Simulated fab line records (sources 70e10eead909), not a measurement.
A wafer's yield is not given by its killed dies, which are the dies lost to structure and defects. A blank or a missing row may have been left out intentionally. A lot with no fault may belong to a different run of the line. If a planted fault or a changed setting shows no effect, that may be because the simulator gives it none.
fab line records + flow nandHarc
[record]
- lots = 14
- wafers = 42
- lastDay = 24
route steps=1159 shown P_GATE@131 P_CONTACT@234 END@1159
lots untouched by any fault: they come from a run of this same line in which no faults occurred
startH: start of the lot's first displayed wafer, in hours after the record's first day + waitH: hours since the lot's step before + " identical to the entry in the row above + L1.1+2: one row covering several wafers at once + - no value, or no start given + * or withheld: withheld + < > ~ a bound
route shown NAME@n: NAME is a module with steps in the file, n the number in the route of the first one + usual: mean and standard deviation over wafers with no fault + same: alike in all rows + chamber/n: place in a boat + sites: the reading at each site + _std_site: the standard deviation of these + _edge_site: outer sites' mean less inner sites' + radiusMm: for every site, how far away it sits from the centre of the wafer + mask NAME#n: copy n + behind: the last tool/chamber to shape the wafer + hold: reason for holding the lot/hours on hold/outcome of the hold + device: whichever transistor did not switch (one of n, p or np) + end of line: the route-end tests of the same wafers + where a step has no rows: the recipe by itself + killed: the dies lost at the first sort to structure and to defects; this is not the yield of the wafer + map: a wafer's dies, marking killed ones x, the rest . and places with no die _
set.NAME: setting as actually run; set.NAME@STEP: the setting as run at that earlier step + model.NAME: the simulator's own value behind a step, which no gauge read
route steps across a sampled set of lots; one table per step, one row per wafer
services: a tool's chamber out of use, with start hour (startH, from the record's first day; less than 0 if before it), hours out, and reason
[[steps]]
[step NHARC_P_GATE_HM_DEP_102]
[recipe]
- targetThkA = 1200
- tempC = 400
- material = aC
[usual]
- throttleValvePct = 35.000/0.0098
| lot.wafer | tool      | chamber | startH | waitH | throttleValvePct |
|-----------|-----------|---------|--------|-------|------------------|
| L715.2    | aclDep-03 | 0       | 84.39  | 0.5   | 35.002           |
| L715.5    | "         | 0       | "      | "     | 35.008           |
| L715.6    | "         | 0       | "      | "     | 34.993           |
| L716.3    | aclDep-01 | 0       | 84.49  | 0.6   | 34.999           |
| L716.4    | "         | 0       | "      | "     | 35.000           |
| L716.5    | "         | 0       | "      | "     | 35.017           |
| L718.1    | aclDep-03 | 0       | 99.20  | 0.4   | 35.010           |
| L718.3    | "         | 0       | "      | "     | 34.976           |
| L718.4    | "         | 0       | "      | "     | 35.008           |
| L719.1    | aclDep-02 | 0       | 113.96 | 0.4   | 35.011           |
| L719.2    | "         | 0       | "      | "     | 35.004           |
| L719.3    | "         | 0       | "      | "     | 35.005           |
| L720.2    | aclDep-03 | 0       | 114.05 | 0.5   | 34.991           |
| L720.5    | "         | 0       | "      | "     | 35.007           |
| L720.6    | "         | 0       | "      | "     | 34.992           |
| L722.1    | aclDep-03 | 0       | 133.33 | 1.4   | 35.012           |
| L722.4    | "         | 0       | "      | "     | 34.989           |
| L722.5    | "         | 0       | "      | "     | 34.997           |
| L724.1    | aclDep-03 | 0       | 139.33 | 0.4   | 35.010           |
| L724.2    | "         | 0       | "      | "     | 35.014           |
| L724.6    | "         | 0       | "      | "     | 34.996           |
| L723.2    | aclDep-01 | 0       | 139.43 | 0.5   | 35.000           |
| L723.3    | "         | 0       | "      | "     | 35.007           |
| L723.4    | "         | 0       | "      | "     | 34.997           |
| L725.2    | aclDep-01 | 0       | 152.48 | 0.5   | 35.000           |
| L725.4    | "         | 0       | "      | "     | 34.983           |
| L725.5    | "         | 0       | "      | "     | 35.005           |
| L728.1    | aclDep-01 | 0       | 167.27 | 0.4   | 35.012           |
| L728.2    | "         | 0       | "      | "     | 34.993           |
| L728.4    | "         | 0       | "      | "     | 34.998           |
| L728.1    | aclDep-01 | 0       | 168.56 | 1.2   | 34.998           |
| L728.2    | "         | 0       | "      | "     | 35.002           |
| L728.4    | "         | 0       | "      | "     | 34.999           |
| L727.2    | aclDep-02 | 0       | 167.38 | 0.5   | 35.010           |
| L727.5    | "         | 0       | "      | "     | 34.988           |
| L727.6    | "         | 0       | "      | "     | 34.995           |
| L726.1    | aclDep-01 | 0       | 167.91 | 1.0   | 34.990           |
| L726.4    | "         | 0       | "      | "     | 35.009           |
| L726.6    | "         | 0       | "      | "     | 34.988           |
| L729.1    | aclDep-03 | 0       | 177.16 | 3.9   | 35.003           |
| L729.4    | "         | 0       | "      | "     | 34.999           |
| L729.6    | "         | 0       | "      | "     | 35.016           |
| L729.1    | aclDep-03 | 0       | 180.03 | 2.8   | 34.981           |
| L729.4    | "         | 0       | "      | "     | 35.001           |
| L729.6    | "         | 0       | "      | "     | 35.001           |
| L730.3    | aclDep-01 | 0       | 177.55 | 4.3   | 34.987           |
| L730.4    | "         | 0       | "      | "     | 34.999           |
| L730.6    | "         | 0       | "      | "     | 35.008           |
| L730.3    | aclDep-01 | 0       | 180.05 | 2.4   | 34.994           |
| L730.4    | "         | 0       | "      | "     | 35.009           |
| L730.6    | "         | 0       | "      | "     | 35.014           |
[step NHARC_P_CONTACT_INSPECT_14]
[usual]
- rawDefectCount = 3.7/2.2
| lot.wafer | tool             | chamber | startH | waitH | rawDefectCount |
|-----------|------------------|---------|--------|-------|----------------|
| L715.2    | defectInspect-02 | -       | 107.36 | 0.0   | 5              |
| L715.5    | "                | -       | "      | "     | 4              |
| L715.6    | "                | -       | "      | "     | 3              |
| L716.3    | defectInspect-01 | -       | 107.99 | 0.0   | 6              |
| L716.4    | "                | -       | "      | "     | 1              |
| L716.5    | "                | -       | "      | "     | 2              |
| L718.1    | defectInspect-02 | -       | 120.87 | 0.0   | 0              |
| L718.3    | "                | -       | "      | "     | 4              |
| L718.4    | "                | -       | "      | "     | 5              |
| L720.2    | defectInspect-02 | -       | 135.38 | 0.0   | 2              |
| L720.5    | "                | -       | "      | "     | 5              |
| L720.6    | "                | -       | "      | "     | 3              |
| L719.1    | defectInspect-01 | -       | 136.35 | 0.0   | 1              |
| L719.2    | "                | -       | "      | "     | 5              |
| L719.3    | "                | -       | "      | "     | 6              |
| L722.1    | defectInspect-02 | -       | 155.26 | 0.0   | 4              |
| L722.4    | "                | -       | "      | "     | 2              |
| L722.5    | "                | -       | "      | "     | 6              |
| L723.2    | defectInspect-01 | -       | 161.57 | 0.0   | 3              |
| L723.3    | "                | -       | "      | "     | 3              |
| L723.4    | "                | -       | "      | "     | 6              |
| L724.1    | defectInspect-02 | -       | 164.34 | 0.0   | 4              |
| L724.2    | "                | -       | "      | "     | 3              |
| L724.6    | "                | -       | "      | "     | 4              |
| L725.2    | defectInspect-01 | -       | 174.12 | 0.0   | 1              |
| L725.4    | "                | -       | "      | "     | 4              |
| L725.5    | "                | -       | "      | "     | 5              |
| L726.1    | defectInspect-02 | -       | 190.29 | 0.0   | 4              |
| L726.4    | "                | -       | "      | "     | 2              |
| L726.6    | "                | -       | "      | "     | 4              |
| L727.2    | defectInspect-01 | -       | 191.58 | 0.0   | 2              |
| L727.5    | "                | -       | "      | "     | 3              |
| L727.6    | "                | -       | "      | "     | 1              |
| L728.1    | defectInspect-01 | -       | 201.03 | 0.0   | 7              |
| L728.2    | "                | -       | "      | "     | 2              |
| L728.4    | "                | -       | "      | "     | 7              |
| L729.1    | defectInspect-01 | -       | 212.24 | 0.0   | 3              |
| L729.4    | "                | -       | "      | "     | 3              |
| L729.6    | "                | -       | "      | "     | 5              |
| L730.3    | defectInspect-01 | -       | 215.23 | 0.0   | 6              |
| L730.4    | "                | -       | "      | "     | 4              |
| L730.6    | "                | -       | "      | "     | 4              |
[step NHARC_P_CONTACT_STRIP_28]
[recipe]
- o2FlowSccm = 500
- arFlowSccm = 0
- biasW = 0
- chemistry = O2
[usual]
- drypumpMotorCurrentA = 5.5/0.43
- oesProductAu = 0.999/0.0064
- rfVppV = 57.9/1.1
- showerheadPlenumPTorr = 3.53/0.16
- throttleValvePct = 17.036/0.0086
| lot.wafer | tool       | chamber | startH | waitH | drypumpMotorCurrentA | oesProductAu | rfHoursCounterH | rfVppV | showerheadPlenumPTorr | throttleValvePct |
|-----------|------------|---------|--------|-------|----------------------|--------------|-----------------|--------|-----------------------|------------------|
| L715.2    | rieDiel-11 | 0       | 108.42 | 0.1   | 5.9                  | 1.001        | 8               | 58.5   | 3.68                  | 17.029           |
| L715.5    | "          | 1       | "      | "     | 5.3                  | 1.000        | -               | 57.9   | 3.69                  | 17.036           |
| L715.6    | "          | 2       | "      | "     | 6.2                  | 1.006        | -               | 56.8   | 3.57                  | 17.057           |
| L716.4    | rieDiel-08 | 2       | 109.02 | 0.1   | 5.5                  | 1.002        | 16              | 57.7   | 3.69                  | 17.030           |
| L716.3    | "          | 0       | "      | "     | 4.8                  | 0.999        | 17              | 56.0   | 3.30                  | 17.034           |
| L716.5    | "          | 2       | "      | "     | 5.5                  | 1.000        | -               | 58.4   | 3.69                  | 17.030           |
| L718.3    | rieDiel-08 | 3       | 121.89 | 0.1   | 5.1                  | 0.988        | 19              | 57.0   | 3.34                  | 17.035           |
| L718.4    | "          | 0       | "      | "     | 4.9                  | 0.995        | 18              | 58.3   | 3.30                  | 17.031           |
| L718.1    | "          | 1       | "      | "     | 5.8                  | 0.996        | 18              | 57.4   | 3.34                  | 17.044           |
| L720.2    | rieDiel-08 | 2       | 136.40 | 0.1   | 5.5                  | 1.011        | 0               | 58.4   | 3.68                  | 17.033           |
| L720.6    | "          | 1       | "      | "     | 5.8                  | 1.001        | -               | 58.2   | 3.34                  | 17.031           |
| L720.5    | "          | 2       | "      | "     | 5.6                  | 0.989        | -               | 59.4   | 3.68                  | 17.025           |
| L719.3    | rieDiel-08 | 2       | 137.35 | 0.1   | 5.6                  | 1.000        | 0               | 58.7   | 3.68                  | 17.055           |
| L719.1    | "          | 3       | "      | "     | 5.2                  | 0.997        | 0               | 58.1   | 3.34                  | 17.051           |
| L719.2    | "          | 1       | "      | "     | 5.9                  | 0.992        | 0               | 57.5   | 3.34                  | 17.027           |
| L722.4    | rieDiel-11 | 1       | 156.27 | 0.1   | 5.3                  | 1.001        | 13              | 58.5   | 3.68                  | 17.044           |
| L722.1    | "          | 2       | "      | "     | 6.2                  | 1.006        | 12              | 57.7   | 3.57                  | 17.040           |
| L722.5    | "          | 1       | "      | "     | 5.3                  | 0.991        | -               | 59.7   | 3.68                  | 17.034           |
| L723.2    | rieDiel-11 | 0       | 162.59 | 0.1   | 5.9                  | 1.003        | 13              | 56.6   | 3.68                  | 17.029           |
| L723.4    | "          | 1       | "      | "     | 5.3                  | 1.000        | 13              | 57.9   | 3.68                  | 17.051           |
| L723.3    | "          | 2       | "      | "     | 6.2                  | 1.000        | 13              | 57.0   | 3.57                  | 17.036           |
| L724.1    | rieDiel-08 | 3       | 165.42 | 0.1   | 5.1                  | 1.009        | 3               | 57.2   | 3.34                  | 17.043           |
| L724.2    | "          | 0       | "      | "     | 4.9                  | 1.010        | 3               | 56.1   | 3.30                  | 17.059           |
| L724.6    | "          | 2       | "      | "     | 5.5                  | 0.991        | -               | 59.0   | 3.68                  | 17.031           |
| L725.2    | rieDiel-08 | 2       | 175.30 | 0.1   | 5.5                  | 1.003        | 4               | 59.4   | 3.68                  | 17.052           |
| L725.5    | "          | 1       | "      | "     | 5.8                  | 1.001        | -               | 56.4   | 3.34                  | 17.038           |
| L725.4    | "          | 2       | "      | "     | 5.5                  | 1.004        | -               | 59.9   | 3.68                  | 17.045           |
| L726.4    | rieDiel-05 | 0       | 191.30 | 0.1   | 5.3                  | 0.994        | 7               | 57.8   | 3.43                  | 17.034           |
| L726.1    | "          | 2       | "      | "     | 5.6                  | 0.995        | 7               | 58.3   | 3.53                  | 17.033           |
| L726.6    | "          | 1       | "      | "     | 6.5                  | 0.999        | -               | 55.4   | 3.40                  | 17.032           |
| L727.2    | rieDiel-08 | 2       | 192.66 | 0.1   | 5.6                  | 1.007        | 6               | 59.2   | 3.68                  | 17.017           |
| L727.6    | "          | 3       | "      | "     | 5.1                  | 0.998        | -               | 57.5   | 3.34                  | 17.024           |
| L727.5    | "          | 0       | "      | "     | 4.9                  | 0.997        | -               | 56.4   | 3.29                  | 17.019           |
| L728.2    | rieDiel-08 | 3       | 202.12 | 0.1   | 5.1                  | 1.012        | 4               | 57.8   | 3.34                  | 17.033           |
| L728.4    | "          | 0       | "      | "     | 4.9                  | 0.992        | 5               | 56.8   | 3.29                  | 17.043           |
| L728.1    | "          | 1       | "      | "     | 5.8                  | 0.994        | 5               | 57.3   | 3.34                  | 17.030           |
| L729.4    | rieDiel-11 | 2       | 213.43 | 0.2   | 6.2                  | 1.002        | 0               | 59.0   | 3.57                  | 17.038           |
| L729.1    | "          | 3       | "      | "     | 5.4                  | 1.007        | 0               | 57.9   | 3.71                  | 17.032           |
| L729.6    | "          | 1       | "      | "     | 5.3                  | 1.003        | -               | 60.2   | 3.68                  | 17.036           |
| L730.3    | rieDiel-11 | 3       | 216.27 | 0.1   | 5.3                  | 1.005        | 0               | 59.4   | 3.71                  | 17.028           |
| L730.4    | "          | 1       | "      | "     | 5.3                  | 1.007        | 0               | 58.7   | 3.68                  | 17.037           |
| L730.6    | "          | 3       | "      | "     | 5.3                  | 0.999        | -               | 58.2   | 3.71                  | 17.029           |
[step NHARC_P_CONTACT_INSPECT_27]
[usual]
- rawDefectCount = 284/110
| lot.wafer | tool             | chamber | startH | waitH | rawDefectCount |
|-----------|------------------|---------|--------|-------|----------------|
| L715.2    | defectInspect-02 | -       | 114.24 | 0.1   | 361            |
| L715.5    | "                | -       | "      | "     | 284            |
| L715.6    | "                | -       | "      | "     | 425            |
| L716.3    | defectInspect-01 | -       | 114.77 | 0.1   | 356            |
| L716.4    | "                | -       | "      | "     | 414            |
| L716.5    | "                | -       | "      | "     | 172            |
| L718.1    | defectInspect-01 | -       | 133.08 | 0.1   | 229            |
| L718.3    | "                | -       | "      | "     | 248            |
| L718.4    | "                | -       | "      | "     | 161            |
| L720.2    | defectInspect-02 | -       | 147.03 | 0.1   | 644            |
| L720.5    | "                | -       | "      | "     | 596            |
| L720.6    | "                | -       | "      | "     | 522            |
| L719.1    | defectInspect-01 | -       | 147.06 | 0.1   | 224            |
| L719.2    | "                | -       | "      | "     | 290            |
| L719.3    | "                | -       | "      | "     | 163            |
| L722.1    | defectInspect-02 | -       | 158.94 | 0.1   | 459            |
| L722.4    | "                | -       | "      | "     | 179            |
| L722.5    | "                | -       | "      | "     | 342            |
| L723.2    | defectInspect-02 | -       | 164.78 | 0.1   | 295            |
| L723.3    | "                | -       | "      | "     | 256            |
| L723.4    | "                | -       | "      | "     | 245            |
| L724.1    | defectInspect-01 | -       | 173.21 | 0.1   | 373            |
| L724.2    | "                | -       | "      | "     | 279            |
| L724.6    | "                | -       | "      | "     | 460            |
| L725.2    | defectInspect-02 | -       | 179.18 | 0.1   | 217            |
| L725.4    | "                | -       | "      | "     | 314            |
| L725.5    | "                | -       | "      | "     | 246            |
| L726.1    | defectInspect-01 | -       | 193.47 | 0.1   | 254            |
| L726.4    | "                | -       | "      | "     | 104            |
| L726.6    | "                | -       | "      | "     | 163            |
| L727.2    | defectInspect-02 | -       | 194.74 | 0.1   | 222            |
| L727.5    | "                | -       | "      | "     | 163            |
| L727.6    | "                | -       | "      | "     | 284            |
| L728.1    | defectInspect-01 | -       | 214.80 | 0.1   | 131            |
| L728.2    | "                | -       | "      | "     | 228            |
| L728.4    | "                | -       | "      | "     | 287            |
| L730.3    | defectInspect-01 | -       | 222.14 | 0.1   | 350            |
| L730.4    | "                | -       | "      | "     | 168            |
| L730.6    | "                | -       | "      | "     | 142            |
| L729.1    | defectInspect-02 | -       | 223.55 | 0.1   | 389            |
| L729.4    | "                | -       | "      | "     | 736            |
| L729.6    | "                | -       | "      | "     | 261            |
[step NHARC_END_SORT_01]
[recipe]
- tempC = 25
[usual]
- killedAtArray = 29/11
- killedAtOther = 0.6/0.89
- killedAtPeriphery = 3.8/2.8
- killedDies = 33/12
- killedOpen = 3.5/1.9
- killedShort = 1.9/1.3
[same]
- grossDies = 677
| lot.wafer | tool      | chamber | startH | waitH | killedAtArray | killedAtOther | killedAtPeriphery | killedDies | killedOpen | killedShort |
|-----------|-----------|---------|--------|-------|---------------|---------------|-------------------|------------|------------|-------------|
| L722.1    | prober-01 | 0       | 490.06 | 2.5   | 24            | 0             | 5                 | 29         | 2          | 3           |
| L722.4    | prober-01 | 0       | 492.49 | 3.4   | 36            | 0             | 6                 | 42         | 5          | 1           |
| L722.5    | prober-01 | 0       | 493.30 | 3.7   | 29            | 0             | 10                | 39         | 5          | 1           |
| L728.1    | prober-01 | 0       | 569.15 | 2.5   | 37            | 1             | 4                 | 42         | 5          | 2           |
| L728.2    | prober-01 | 0       | 569.93 | 2.8   | 49            | 1             | 4                 | 54         | 4          | 3           |
| L728.4    | prober-01 | 0       | 571.49 | 3.3   | 35            | 2             | 7                 | 44         | 3          | 2           |
| L729.1    | prober-01 | 0       | 570.23 | 2.5   | 27            | 0             | 2                 | 29         | 3          | 3           |
| L729.4    | prober-01 | 0       | 572.63 | 3.4   | 26            | 0             | 0                 | 26         | 0          | 0           |
| L729.6    | prober-01 | 0       | 574.23 | 4.0   | 30            | 0             | 3                 | 33         | 1          | 3           |
// killed by level:class
L722.1 A_SLIT:chamberFilmFlake=14 A_CHANNEL_HOLE_D1:chamberFilmFlake=4 P_BONDPAD:chamberFilmFlake=2 P_GATE:geometricParticle:open=1 A_ONON_D1:geometricParticle:open=1 A_CHANNEL_HOLE_D1:geometricParticle:short=1 A_WL_FILL:geometricParticle:short=1 A_M0:geometricParticle:short=1
L722.4 A_SLIT:chamberFilmFlake=19 A_CHANNEL_HOLE_D1:chamberFilmFlake=5 A_CONTACT:chamberFilmFlake=5 A_STAIRCASE:chamberFilmFlake=4 P_BONDPAD:chamberFilmFlake=2 P_M0:geometricParticle:short=1 P_M0:geometricParticle:open=1 P_M1:geometricParticle:open=1
L722.5 A_SLIT:chamberFilmFlake=10 A_CONTACT:chamberFilmFlake=6 P_BONDPAD:chamberFilmFlake=5 A_STAIRCASE:chamberFilmFlake=5 A_CHANNEL_HOLE_D1:chamberFilmFlake=3 P_STI:chamberFilmFlake=2 P_GATE:geometricParticle:open=1 P_M0:geometricParticle:open=1
L728.1 A_CHANNEL_HOLE_D1:chamberFilmFlake=14 A_SLIT:chamberFilmFlake=8 A_STAIRCASE:chamberFilmFlake=6 A_ONON_D1:geometricParticle:open=3 A_CHANNEL_FILL_D1:geometricParticle:short=1 A_STAIRCASE:geometricParticle:open=1 A_SGD_CUT:geometricParticle:short=1 A_BLC:geometricParticle:open=1
L728.2 A_CHANNEL_HOLE_D1:chamberFilmFlake=19 A_SLIT:chamberFilmFlake=13 A_STAIRCASE:chamberFilmFlake=8 A_CONTACT:chamberFilmFlake=3 P_CONTACT:geometricParticle:short=1 P_M0:geometricParticle:open=1 A_ONON_D1:geometricParticle:open=1 A_CHANNEL_HOLE_D1:geometricParticle:short=1
L729.1 A_SLIT:chamberFilmFlake=11 A_CONTACT:chamberFilmFlake=5 A_CHANNEL_HOLE_D1:chamberFilmFlake=3 A_STAIRCASE:chamberFilmFlake=3 P_CONTACT:geometricParticle:open=1 A_SGD_CUT:geometricParticle:short=1 A_WL_FILL:geometricParticle:short=1 A_WL_FILL:geometricParticle:open=1
L728.4 A_CHANNEL_HOLE_D1:chamberFilmFlake=16 A_SLIT:chamberFilmFlake=9 A_STAIRCASE:chamberFilmFlake=4 P_GATE:chamberFilmFlake=3 THIN_TSV:chamberFilmFlake=2 P_M0:geometricParticle:short=1 P_M0:geometricParticle:open=1 A_ONON_D1:geometricParticle:short=1
L729.4 A_SLIT:chamberFilmFlake=11 A_CHANNEL_HOLE_D1:chamberFilmFlake=8 A_CONTACT:chamberFilmFlake=4 A_STAIRCASE:chamberFilmFlake=3
L729.6 A_SLIT:chamberFilmFlake=17 A_CHANNEL_HOLE_D1:chamberFilmFlake=4 A_STAIRCASE:chamberFilmFlake=4 A_WL_FILL:geometricParticle:short=2 A_CHANNEL_FILL_D1:geometricParticle:open=1 A_M0:geometricParticle:short=1 P_ZERO_WELL:chamberFilmFlake=1 P_STI:chamberFilmFlake=1
[[services]]
| tool       | chamber | startH | hours | kind      |
|------------|---------|--------|-------|-----------|
| rieDiel-08 | 0       | 79.44  | -     | clean     |
| rieDiel-08 | 1       | 79.44  | -     | clean     |
| rieDiel-08 | 2       | 79.44  | -     | clean     |
| rieDiel-08 | 3       | 79.44  | -     | clean     |
| rieDiel-08 | 0       | 84.62  | 4.7   | repair    |
| aclDep-02  | -       | 99.29  | 2.0   | repair    |
| rieDiel-08 | 0       | 103.94 | -     | clean     |
| rieDiel-08 | 1       | 103.94 | -     | clean     |
| rieDiel-08 | 2       | 103.94 | -     | clean     |
| rieDiel-08 | 3       | 103.94 | -     | clean     |
| aclDep-01  | -       | 111.99 | 13.0  | pm        |
| rieDiel-08 | -       | 124.80 | 9.0   | pm        |
| rieDiel-08 | 0       | 124.80 | 9.0   | ventCycle |
| rieDiel-08 | 1       | 124.80 | 9.0   | ventCycle |
| rieDiel-08 | 2       | 124.80 | 9.0   | ventCycle |
| rieDiel-08 | 3       | 124.80 | 9.0   | ventCycle |
| rieDiel-08 | 0       | 133.80 | -     | clean     |
| rieDiel-08 | 1       | 133.80 | -     | clean     |
| rieDiel-08 | 2       | 133.80 | -     | clean     |
| rieDiel-08 | 3       | 133.80 | -     | clean     |
| rieDiel-05 | -       | 163.65 | 9.0   | pm        |
| aclDep-02  | -       | 167.92 | 13.0  | pm        |
| rieDiel-08 | 3       | 169.80 | 7.6   | repair    |
| rieDiel-11 | -       | 189.52 | 9.0   | pm        |
[[key]]
[firstSign]
- step = NHARC_P_GATE_HM_DEP_102
- reading = visit
- direction = added
effect none on later readings
metAt NHARC_P_GATE_HM_DEP_102
struckLots L728,L729,L730
rowsEnd L730.3
sortLeftOut L730.4,L730.6
testerLeftOut L728,L729,L730
notActingAt NHARC_P_CONTACT_INSPECT_14,NHARC_P_CONTACT_STRIP_28,NHARC_P_CONTACT_INSPECT_27
[fault]
- kind = repeatedStepWhole
- tool = aclDep-01,aclDep-02,aclDep-03
- chamber = -
- onsetH = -
- steps = NHARC_P_GATE_HM_DEP_102
- times = 1
- scope = struckLotsOnly
// testerLeftOut: of these lots the tester's yield and bins aren't shown, on N5 and GAA mostly nor the transistor test; their killed dies are dies lost to structure and defects alone, not to doping, threshold or leakage, so they don't give the yield
// sortLeftOut: the simulated sort isn't trusted on such a fault, so these wafers' sort isn't shown, and their yield isn't known
// rowsEnd: these wafers met a further fault down the route, and their rows from its step on are left out
